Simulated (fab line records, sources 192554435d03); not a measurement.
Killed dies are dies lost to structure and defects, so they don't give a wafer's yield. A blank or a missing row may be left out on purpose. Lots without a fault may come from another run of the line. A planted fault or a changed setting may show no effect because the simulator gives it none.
Chamber matching | flow n5_finfet | N5_BEOL_M11_STRIP_67 on rie_diel-05: 4 sister chambers
The step strips in CF4. 20 wafers are shown with their chamber, then 10 later ones without.

WAFERS WITH THEIR CHAMBER
wafer  | chamber | showerhead_plenum_p_Torr (Torr) | drypump_motor_current_A (A) | throttle_valve_pct (%)
L076.3 | 1       | 1.71                            | 6.7                         | 13.70
L076.4 | 0       | 1.70                            | 6.7                         | 14.02
L076.6 | 0       | 1.70                            | 6.7                         | 14.00
L079.1 | 1       | 1.71                            | 6.6                         | 13.74
L079.2 | 3       | 1.89                            | 4.9                         | 13.53
L079.6 | 0       | 1.70                            | 6.7                         | 14.03
L088.2 | 3       | 1.89                            | 5.0                         | 13.56
L088.3 | 2       | 1.84                            | 5.3                         | 13.77
L088.5 | 2       | 1.84                            | 5.3                         | 13.77
L095.2 | 2       | 1.84                            | 5.3                         | 13.79
L095.5 | 2       | 1.84                            | 5.3                         | 13.78
L095.6 | 1       | 1.70                            | 6.7                         | 13.79
L094.3 | 1       | 1.70                            | 6.7                         | 13.78
L094.4 | 3       | 1.89                            | 4.9                         | 13.56
L094.5 | 3       | 1.89                            | 4.9                         | 13.58
L090.1 | 3       | 1.89                            | 4.9                         | 13.56
L090.3 | 1       | 1.70                            | 6.7                         | 13.79
L090.6 | 2       | 1.84                            | 5.3                         | 13.80
L089.3 | 1       | 1.70                            | 6.7                         | 13.79
L089.5 | 1       | 1.70                            | 6.7                         | 13.79

SIGNATURES (means of the wafers above)
reading                  | chamber 0 | chamber 1 | chamber 2 | chamber 3 | scatter within a chamber
showerhead_plenum_p_Torr | 1.7000    | 1.7029    | 1.8400    | 1.8900    | 0.00299
drypump_motor_current_A  | 6.700     | 6.686     | 5.300     | 4.920     | 0.0322
throttle_valve_pct       | 14.0167   | 13.7686   | 13.7820   | 13.5580   | 0.0249
Rule: a wafer's distance from a chamber is the root of the sum, over the readings, of the square of ((its reading less the chamber's mean) divided by the reading's scatter). The wafer belongs to the nearest chamber; if the next one is less than 2 further off, it can't be placed. The scatter: the root of (the sum of the squares of (reading less its chamber's mean) over the shown wafers, divided by (wafers less chambers)).

WAFERS WITHOUT THEIR CHAMBER
wafer  | showerhead_plenum_p_Torr (Torr) | drypump_motor_current_A (A) | throttle_valve_pct (%)
L089.6 | 1.83                            | 5.3                         | 13.81
L092.2 | 1.89                            | 4.9                         | 13.59
L092.4 | 1.89                            | 4.9                         | 13.58
L092.6 | 1.70                            | 6.7                         | 13.77
L087.1 | 1.70                            | 6.7                         | 13.81
L087.2 | 1.90                            | 6.7                         | 13.55
L087.3 | 1.88                            | 5.0                         | 13.60
L096.1 | 1.90                            | 6.7                         | 13.55
L096.4 | 1.70                            | 6.7                         | 13.81
L096.5 | 1.90                            | 6.7                         | 13.55

WHICH CHAMBER EACH WENT THROUGH
wafer  | from the rows above | in truth
L089.6 | 2                   | 2
L092.2 | 3                   | 3
L092.4 | 3                   | 3
L092.6 | 1                   | 1
L087.1 | 1                   | 1
L087.2 | 2                   | 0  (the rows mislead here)
L087.3 | 3                   | 3
L096.1 | 2                   | 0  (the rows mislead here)
L096.4 | 1                   | 1
L096.5 | 2                   | 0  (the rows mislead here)
Placed correctly: 7 of 10. Can't be placed from these rows: 0. Placed wrongly: 3.
